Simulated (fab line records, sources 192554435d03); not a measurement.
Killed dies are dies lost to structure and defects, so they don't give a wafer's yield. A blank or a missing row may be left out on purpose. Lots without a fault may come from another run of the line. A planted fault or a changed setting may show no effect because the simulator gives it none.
One fault seen from 2 desks | flow n5_finfet | each desk has only its own numbers; what lay behind them comes last

THE METROLOGY DESK
What the gauges read, lot by lot, whatever tool the lot ran on: means of the sampled wafers that have a number. A lot is out of limits, marked OUT, if its mean lies more than 4 standard deviations from the usual mean; the brackets give that distance. Of its 10 readings 7 are shown: those that lie furthest out on some lot.
Columns: A = IOFF_N at N5_BEOL_M4_RC_MEAS_101, usual 0.16 nA/um; B = IOFF_P at N5_BEOL_M4_RC_MEAS_101, usual 0.22 nA/um; C = ION_N at N5_BEOL_M4_RC_MEAS_101, usual 676 uA/um; D = ION_P at N5_BEOL_M4_RC_MEAS_101, usual 465 uA/um; E = SS_N at N5_BEOL_M4_RC_MEAS_101, usual 71.4 mV/dec; F = VT_N at N5_BEOL_M4_RC_MEAS_101, usual 250 mV; G = VT_P at N5_BEOL_M4_RC_MEAS_101, usual -250 mV
lot  | first seen here | A    | B    | C   | D   | E    | F   | G
L844 | day 9 11:20     | 0.14 | 0.17 | 669 | 458 | 70.6 | 253 | -255
L846 | day 10 15:28    | 0.14 | 0.20 | 671 | 463 | 70.8 | 252 | -251
L850 | day 11 03:58    | 0.17 | 0.23 | 682 | 470 | 71.7 | 250 | -247
L861 | day 14 09:16    | 0.12 | 0.15 | 654 | 447 | 70.7 | 255 | -257
This desk's finding: nothing out of limits on any of the 4 lots.

THE TOOL OWNER'S DESK: litho_track-03
The tool's own readings at N5_BEOL_M0_SAQP_COAT_82 (time 60 s, resist thk 30 nm): means of the sampled wafers that have a number, for each lot that ran on this tool. A lot is out of limits, marked OUT, if its mean lies more than 4 standard deviations from the usual mean; the brackets give that distance.
Columns: A = spin_speed_rpm at N5_BEOL_M0_SAQP_COAT_82, usual 1500.1 rpm
lot  | first seen here | A
L844 | day 6 22:44     | 1427.3 (-66) OUT
L846 | day 7 09:38     | 1427.5 (-66) OUT
L861 | day 11 13:58    | 1500.9
This desk's finding: out of limits on L844, L846; first on L844, day 6 22:44 (spin_speed_rpm at N5_BEOL_M0_SAQP_COAT_82). In limits: L861.

PUT TOGETHER
The tool owner's desk could have raised an alarm at day 6 22:44, on L844, L846.
The metrology desk saw nothing out of limits.
The metrology desk has L844, L846 on record, within its limits.
Of the lots named, all ran N5_BEOL_M0_SAQP_COAT_82 on litho_track-03.

WHAT THE SIMULATOR HAD PUT IN
Process parameter drift: litho_track-03, from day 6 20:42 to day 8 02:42, at N5_BEOL_M0_SAQP_COAT_82. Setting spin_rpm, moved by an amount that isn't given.
Lots struck among those shown: L844, L846.
Hours from the fault's start to each desk's first reading out of limits: the tool owner's desk, 2.
